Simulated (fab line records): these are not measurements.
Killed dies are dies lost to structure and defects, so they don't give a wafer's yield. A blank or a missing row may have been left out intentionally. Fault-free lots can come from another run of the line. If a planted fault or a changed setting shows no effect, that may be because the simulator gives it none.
Chamber matching ; flow n5 finfet ; N5_BEOL_M9_CMP_52 on cmp-04 has 4 sister chambers
The step polishes, stops on SiCOH lowk, t overpolish 7 s, target thk 140 nm. 14 wafers are shown with their chamber, then 7 later ones without.

== WAFERS, EACH WITH ITS CHAMBER ==
wafer;chamber;motor current A (A);time to endpoint s (s);retaining ring pressure frac
L077.2;0;7.3;66.3;1.004
L077.4;1;6.0;67.8;1.004
L077.5;2;5.9;65.5;0.995
L079.1;2;5.7;66.2;0.993
L079.3;3;7.0;64.1;1.001
L079.4;0;7.4;67.0;1.005
L082.4;2;6.1;65.8;0.991
L082.5;2;5.6;67.9;1.000
L082.6;3;6.8;65.7;0.999
L088.2;2;6.0;70.0;1.004
L088.4;3;6.6;66.9;0.997
L088.5;1;6.1;68.4;0.997
L092.2;2;5.8;67.7;1.004
L092.3;1;6.1;71.3;1.014

SIGNATURES (means of the wafers above)
reading;chamber 0;chamber 1;chamber 2;chamber 3;scatter within a chamber
motor current A;7.350;6.067;5.850;6.800;0.163
time to endpoint s;66.650;69.167;67.183;65.567;1.6
retaining ring pressure frac;1.00450;1.00500;0.99783;0.99900;0.0056
Rule: for a wafer and a chamber, the distance is found by dividing, reading by reading, the gap between the wafer's reading and the chamber's mean by the reading's scatter, squaring, summing and taking the root. If the next closest chamber is less than 2 further off than the closest, the wafer can't be placed; otherwise it belongs to the closest. The scatter: take each reading less its chamber's mean, square it, sum over the shown wafers, divide by the number of wafers less the number of chambers, and take the root.

== WAFERS MISSING THEIR CHAMBER ==
wafer;motor current A (A);time to endpoint s (s);retaining ring pressure frac
L092.6;6.0;69.3;1.010
L095.1;6.0;69.9;1.003
L095.4;7.2;68.8;0.995
L095.5;6.0;70.1;1.003
L096.1;7.4;69.3;1.000
L096.2;5.9;67.3;0.995
L096.5;7.4;69.8;1.007

== WHICH CHAMBER EACH ONE RAN IN ==
wafer;from the rows above;in truth
L092.6;can't be placed: 1 or 2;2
L095.1;can't be placed: 1 or 2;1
L095.4;can't be placed: 0 or 3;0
L095.5;can't be placed: 1 or 2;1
L096.1;0;0
L096.2;can't be placed: 2 or 1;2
L096.5;0;0
Correctly placed: 2 of 7. Unplaceable from these rows: 5, with the true chamber sitting among the candidates in 5. Wrongly placed: 0.
